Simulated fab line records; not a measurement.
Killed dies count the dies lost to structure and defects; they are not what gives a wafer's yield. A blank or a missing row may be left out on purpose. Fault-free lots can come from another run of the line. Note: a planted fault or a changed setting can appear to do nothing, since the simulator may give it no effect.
Comparing a struck lot with a sound one ; flow nand harc ; 16 steps out of a route of 1302
Sound: these wafers, L308.1, L308.4, L308.6. Struck: wafer L315.1. (L315.3, L315.6 of the same lot were not struck and are left out.) The cause comes at the end.
Per side, at each step with rows, come the tool, then ch with its chambers, and then its first start. Under that, the readings that differ: sound wafers ; struck wafers ; difference of the means ; sigmas: that difference in standard deviations of wafers without a fault.
alike: readings with means less than 2 such deviations apart, plus words and numbers identical on both sides. not compared: withheld readings, readings lacking a value on some wafer, bounds such as >300 that could conceal the same value, and numbers that have no deviation in the record and whose values overlap.
The two part at a step that has a row with sigmas, a row that says differs or no value, or rows on one side only. Numbers that have no deviation but don't overlap get no sigmas and don't part them. A reading that every wafer of one side lacks parts them only if that side has two wafers or more.

NHARC_A_ONON_D2_THK_MEAS_05: measures by ellipsometry.
  sound: film metro-02 at day 14 17:46; struck: film metro-01 at day 17 14:55
  alike: thk nm
after that, 1 step with no rows for these wafers: NHARC_A_ONON_D2_DEP_06 (target thk 1000 nm).
NHARC_A_ONON_D2_THK_MEAS_08: measures by ellipsometry.
  sound: film metro-01 at day 14 18:20; struck: film metro-02 at day 17 15:28
reading;sound;struck;difference;sigmas
thk nm (nm);1028 1026 1031;993;-35;-3
after that, 1 step with no rows for these wafers: NHARC_A_ONON_D2_DEP_09 (target thk 1000 nm).
NHARC_A_ONON_D2_THK_MEAS_11: measures by ellipsometry.
  sound: film metro-02 at day 14 18:54; struck: film metro-02 at day 17 16:04
  alike: thk nm
after that, 1 step with no rows for these wafers: NHARC_A_ONON_D2_DEP_12 (target thk 1000 nm).
NHARC_A_ONON_D2_THK_MEAS_14: measures by ellipsometry.
  sound: film metro-01 at day 14 19:29; struck: film metro-02 at day 17 16:38
  alike: thk nm
then, 2 steps without rows for these wafers: NHARC_A_ONON_D2_ANNEAL_15 (time 3600 s); NHARC_A_ONON_D2_DEP_16 (target thk 1000 nm).
NHARC_A_ONON_D2_THK_MEAS_18: measures by ellipsometry.
  sound: film metro-02 at day 15 02:53; struck: film metro-02 at day 18 00:39
  alike: thk nm
after that, 1 step with no rows for these wafers: NHARC_A_ONON_D2_DEP_19 (target thk 1000 nm).
NHARC_A_ONON_D2_THK_MEAS_21: measures by ellipsometry.
  sound: film metro-02 at day 15 03:28; struck: film metro-01 at day 18 01:13
  alike: thk nm
NHARC_A_ONON_D2_DEP_22: target thk 1000 nm.
  sound on pecvd onon-02 ch 0, day 15 03:31; struck on pecvd onon-04 ch 0, day 18 01:16
NHARC_A_ONON_D2_THK_MEAS_24: measures by ellipsometry.
  sound: film metro-01 at day 15 04:02; struck: film metro-01 at day 18 01:47
reading;sound;struck;difference;sigmas
thk nm (nm);997 997 997;1038;+41;+5
after that, 1 step with no rows for these wafers: NHARC_A_ONON_D2_DEP_25 (target thk 1000 nm).
-- break in the record here, with 12 days between the starts of the struck wafers on either side (left off in module A_ONON_D2, picked up again in module END, where the first step shown is number 1302 on the route) --
NHARC_END_SORT_01:
  at this point the record logs the struck wafers (prober-02 ch 0, day 29 18:49) and has no rows for the sound ones

== WHERE THEY PART ==
At NHARC_A_ONON_D2_THK_MEAS_08 first; at NHARC_END_SORT_01 last (within this record only).

WHY: the cause the simulator had injected
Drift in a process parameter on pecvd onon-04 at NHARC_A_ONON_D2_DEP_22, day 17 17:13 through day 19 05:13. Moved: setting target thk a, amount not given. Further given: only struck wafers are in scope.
